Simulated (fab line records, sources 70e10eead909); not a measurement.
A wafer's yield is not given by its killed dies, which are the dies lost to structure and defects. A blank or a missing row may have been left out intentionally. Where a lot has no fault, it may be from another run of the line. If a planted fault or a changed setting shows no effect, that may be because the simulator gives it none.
A lot that was struck, set against a sound lot ; flow nand_harc ; 13 steps out of a route of 1302
Sound: the wafers L486.2, L486.3, L486.4. Struck: wafer L492.1. (L492.3, L492.6 of the same lot were not struck and are left out.) The cause comes at the end.
Order at every step that has rows: each side's tool, ch and its chambers, its first start. Under that, the readings that differ: sound wafers ; struck wafers ; difference of the means ; sigmas: that difference in standard deviations of wafers without a fault.
alike: readings with means less than 2 such deviations apart, plus words and numbers identical on both sides. not compared: withheld readings, readings lacking a value on some wafer, bounds such as >300 that could conceal the same value, and numbers that have no deviation in the record and whose values overlap.
The two part at a step that has a row with sigmas, a row that says differs or no value, or rows on one side only. Non-overlapping numbers with no deviation appear without sigmas and do not part them. Lack of a reading on every wafer of one side parts them only where that side has two or more wafers.

first, 1 step without rows for these wafers: NHARC_A_SLIT_SRD_20.
NHARC_A_SLIT_CD_MEAS_21:
  sound: cd_sem-02 at day 21 09:13; struck: cd_sem-01 at day 25 00:16
  alike: cd_nm
then, 3 steps without rows for these wafers: NHARC_A_SIN_REMOVE_WET_00 (chemistry H3PO4, time 15300 s); NHARC_A_SIN_REMOVE_PRECLEAN_01 (cleans in SC1); NHARC_A_SIN_REMOVE_SRD_02.
NHARC_A_SIN_REMOVE_INSPECT_04:
  sound: defect_inspect-02 at day 21 15:49; struck: defect_inspect-01 at day 25 05:19
  alike: raw_defect_count
NHARC_A_WL_FILL_ALD_00: deposits Al2O3, target thk 3 nm, pulse time 3 s, ald cycles 30.
  sound on ald_hk-01 ch 0,1,2, day 21 17:00; struck on ald_hk-01 ch 0, day 25 05:25
  alike: heater_power_w, precursor_pulse_height_rel
NHARC_A_WL_FILL_RTA_01: time 5 s.
  sound on rtp_anneal-01 ch 0, day 21 17:25; struck on rtp_anneal-01 ch 0, day 25 05:46
  alike: lamp_power_pct, wafer_temp_C_max
NHARC_A_WL_FILL_ALD_02: deposits TiN, target thk 2 nm, pulse time 3 s, ald cycles 100.
  sound on ald_metal-02 ch 0,1,2, day 21 17:37; struck on ald_metal-01 ch 0, day 25 05:59
  alike: heater_power_w, precursor_pulse_height_rel
NHARC_A_WL_FILL_CVD_03: deposits W, target thk 40 nm, time 279 s.
  sound on cvd_w-01 ch 0,1, day 21 18:06; struck on cvd_w-02 ch 1, day 25 06:39
  alike: heater_power_w, mfc_ar_sccm, throttle_valve_pct
NHARC_A_WL_FILL_ETCHBACK_04: etches the open film in NF3, target depth 60 nm, time 120 s.
  sound on rie_metal-03 ch 0,1, day 21 18:25; struck on rie_metal-03 ch 0, day 25 07:02
reading;sound;struck;difference;sigmas
run_length_s (s);141.2 141.0 140.4;115.6;-25.3;-51
  alike: drypump_motor_current_A, oes_product_au
  not compared: rf_hours_counter_h
NHARC_A_WL_FILL_ETCHBACK_05: etches the open film in Cl2/BCl3, target depth 22 nm, time 60 s.
  sound on rie_metal-03 ch 0,1, day 21 18:41; struck on rie_metal-03 ch 1, day 25 07:16
reading;sound;struck;difference;sigmas
oes_product_au (a.u.);1.023 1.009 1.004;0.985;-0.027;-3
  alike: drypump_motor_current_A, run_length_s
  not compared: rf_hours_counter_h
-- break in the record here, with 7 days between the starts of the struck wafers on either side (left off in module A_WL_FILL, picked up again in module END, where the first step shown is number 1302 on the route) --
NHARC_END_SORT_01:
  sound on prober-01 ch 0, day 26 00:50; struck on prober-01 ch 0, day 32 00:34
reading;sound;struck;difference;sigmas
killed_at_other;2 0 0;5;+4;+3
  alike: killed_at_array, killed_at_periphery, killed_dies, killed_open, killed_short

WHERE THEY PART
Earliest at NHARC_A_WL_FILL_ETCHBACK_04; latest, in this record, at NHARC_END_SORT_01.

WHY: the cause the simulator had injected
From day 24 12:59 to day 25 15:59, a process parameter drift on rie_metal-03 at NHARC_A_WL_FILL_ETCHBACK_04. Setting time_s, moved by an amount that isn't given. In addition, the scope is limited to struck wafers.
